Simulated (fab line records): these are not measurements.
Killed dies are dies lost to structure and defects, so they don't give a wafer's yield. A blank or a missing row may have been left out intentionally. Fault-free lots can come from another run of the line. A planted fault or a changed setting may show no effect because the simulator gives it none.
Matching of chambers :: flow nand_harc :: NHARC_P_ZERO_WELL_DESCUM_39 on rie_diel-08 has 4 sister chambers
The step chemistry O2, time 3 s. 16 wafers are shown with their chamber, then 8 later ones without.

== WAFERS, EACH WITH ITS CHAMBER ==
wafer: L078.1
chamber: 1
drypump_motor_current_A (A): 6.3
rf_vpp_V (V): 58.3
oes_product_au (a.u.): 1.005

wafer: L078.2
chamber: 3
drypump_motor_current_A (A): 6.2
rf_vpp_V (V): 59.5
oes_product_au (a.u.): 0.995

wafer: L078.3
chamber: 2
drypump_motor_current_A (A): 5.6
rf_vpp_V (V): 57.5
oes_product_au (a.u.): 0.996

wafer: L078.4
chamber: 0
drypump_motor_current_A (A): 5.7
rf_vpp_V (V): 57.6
oes_product_au (a.u.): 1.002

wafer: L078.5
chamber: 1
drypump_motor_current_A (A): 6.3
rf_vpp_V (V): 57.8
oes_product_au (a.u.): 1.016

wafer: L078.6
chamber: 0
drypump_motor_current_A (A): 5.8
rf_vpp_V (V): 57.8
oes_product_au (a.u.): 0.995

wafer: L079.1
chamber: 3
drypump_motor_current_A (A): 6.2
rf_vpp_V (V): 59.0
oes_product_au (a.u.): 0.996

wafer: L079.2
chamber: 2
drypump_motor_current_A (A): 5.6
rf_vpp_V (V): 57.1
oes_product_au (a.u.): 1.003

wafer: L079.3
chamber: 0
drypump_motor_current_A (A): 5.6
rf_vpp_V (V): 58.2
oes_product_au (a.u.): 0.995

wafer: L079.4
chamber: 1
drypump_motor_current_A (A): 6.4
rf_vpp_V (V): 58.7
oes_product_au (a.u.): 0.998

wafer: L079.5
chamber: 0
drypump_motor_current_A (A): 5.7
rf_vpp_V (V): 57.2
oes_product_au (a.u.): 0.993

wafer: L079.6
chamber: 1
drypump_motor_current_A (A): 6.3
rf_vpp_V (V): 58.7
oes_product_au (a.u.): 0.997

wafer: L081.1
chamber: 3
drypump_motor_current_A (A): 6.2
rf_vpp_V (V): 57.4
oes_product_au (a.u.): 0.986

wafer: L081.2
chamber: 0
drypump_motor_current_A (A): 5.7
rf_vpp_V (V): 55.2
oes_product_au (a.u.): 0.998

wafer: L081.3
chamber: 2
drypump_motor_current_A (A): 5.6
rf_vpp_V (V): 56.2
oes_product_au (a.u.): 1.008

wafer: L081.4
chamber: 1
drypump_motor_current_A (A): 6.3
rf_vpp_V (V): 57.2
oes_product_au (a.u.): 0.989

SIGNATURES, as means of the wafers listed above
reading: drypump_motor_current_A
chamber 0: 5.700
chamber 1: 6.320
chamber 2: 5.600
chamber 3: 6.200
scatter within a chamber: 0.0483

reading: rf_vpp_V
chamber 0: 57.200
chamber 1: 58.140
chamber 2: 56.933
chamber 3: 58.633
scatter within a chamber: 0.934

reading: oes_product_au
chamber 0: 0.99660
chamber 1: 1.00100
chamber 2: 1.00233
chamber 3: 0.99233
scatter within a chamber: 0.00703
Rule: distance of a wafer from a chamber = root of the sum over the readings of ((wafer's reading minus chamber's mean) / reading's scatter) squared. If the next closest chamber is less than 2 further off than the closest, the wafer can't be placed; otherwise it belongs to the closest. The scatter: take each reading less its chamber's mean, square it, sum over the shown wafers, divide by the number of wafers less the number of chambers, and take the root.

== WAFERS WHOSE CHAMBER IS MISSING ==
wafer: L081.5
drypump_motor_current_A (A): 5.8
rf_vpp_V (V): 57.5
oes_product_au (a.u.): 0.999

wafer: L081.6
drypump_motor_current_A (A): 6.2
rf_vpp_V (V): 58.0
oes_product_au (a.u.): 0.993

wafer: L082.1
drypump_motor_current_A (A): 6.2
rf_vpp_V (V): 58.8
oes_product_au (a.u.): 0.995

wafer: L082.2
drypump_motor_current_A (A): 6.3
rf_vpp_V (V): 57.3
oes_product_au (a.u.): 1.007

wafer: L082.3
drypump_motor_current_A (A): 5.6
rf_vpp_V (V): 57.5
oes_product_au (a.u.): 1.009

wafer: L082.4
drypump_motor_current_A (A): 5.7
rf_vpp_V (V): 57.8
oes_product_au (a.u.): 1.006

wafer: L082.5
drypump_motor_current_A (A): 5.8
rf_vpp_V (V): 59.2
oes_product_au (a.u.): 1.001

wafer: L082.6
drypump_motor_current_A (A): 6.2
rf_vpp_V (V): 57.5
oes_product_au (a.u.): 1.002

== EACH ONE'S CHAMBER ==
wafer: L081.5
from the rows above: 0
in truth: 0

wafer: L081.6
from the rows above: 3
in truth: 3

wafer: L082.1
from the rows above: 3
in truth: 3

wafer: L082.2
from the rows above: can't be placed: 1 or 3
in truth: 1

wafer: L082.3
from the rows above: can't be placed: 2 or 0
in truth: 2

wafer: L082.4
from the rows above: can't be placed: 0 or 2
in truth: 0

wafer: L082.5
from the rows above: can't be placed: 0 or 2
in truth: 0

wafer: L082.6
from the rows above: can't be placed: 3 or 1
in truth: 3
3 of 8 placed correctly. From these rows, 5 cannot be placed; in 5 the true chamber is one of the candidates. Placed wrongly: 0.
